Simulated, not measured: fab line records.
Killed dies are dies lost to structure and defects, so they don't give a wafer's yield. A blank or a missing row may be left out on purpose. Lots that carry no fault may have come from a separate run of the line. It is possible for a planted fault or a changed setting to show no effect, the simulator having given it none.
Matching of chambers + flow n5 finfet + N5_BEOL_M3_ETCH_69 on rie diel-06 has 4 sister chambers
The step etches SiARC in CF4, target depth 15.6 nm, time 26 s. 4 wafers are shown with their chamber, then 9 later ones without.

WAFERS PAIRED WITH THEIR CHAMBERS
| wafer  | chamber | throttle valve pct (%) |
|--------|---------|------------------------|
| L086.2 | 3       | 15.80                  |
| L092.2 | 0       | 16.02                  |
| L092.3 | 1       | 15.33                  |
| L092.4 | 2       | 15.73                  |

WAFERS WITHOUT THEIR CHAMBER
| wafer  | throttle valve pct (%) |
|--------|------------------------|
| L090.2 | 15.74                  |
| L090.4 | 15.83                  |
| L090.5 | 16.04                  |
| L097.1 | 15.75                  |
| L097.2 | 15.84                  |
| L097.6 | 15.57                  |
| L094.1 | 15.56                  |
| L094.2 | 15.36                  |
| L094.6 | 15.37                  |

CHAMBER TAKEN BY EACH
| wafer  | from the rows above          | in truth |
|--------|------------------------------|----------|
| L090.2 | can't be placed: 2 or 3      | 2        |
| L090.4 | can't be placed: 3 or 2 or 0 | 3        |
| L090.5 | 0                            | 0        |
| L097.1 | can't be placed: 2 or 3      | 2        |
| L097.2 | can't be placed: 3 or 2 or 0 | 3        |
| L097.6 | can't be placed: 2 or 3 or 1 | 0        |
| L094.1 | can't be placed: 2 or 1 or 3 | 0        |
| L094.2 | 1                            | 1        |
| L094.6 | 1                            | 1        |
Correct placement for 3 of the 9. These rows do not allow placing 6 (true chamber among the candidates in 4). Placed wrongly: 0.
How it was worked out, from the rows above alone: a wafer's distance from a chamber is the root of the sum, over the readings, of the square of ((its reading less the chamber's mean) divided by the reading's scatter). If the next closest chamber is less than 2 further off than the closest, the wafer can't be placed; otherwise it belongs to the closest. For every chamber, the mean is computed from those of its wafers that are shown. The scatter: root of mean squared gap, hidden wafer to nearest shown wafer, with one shown wafer a chamber.
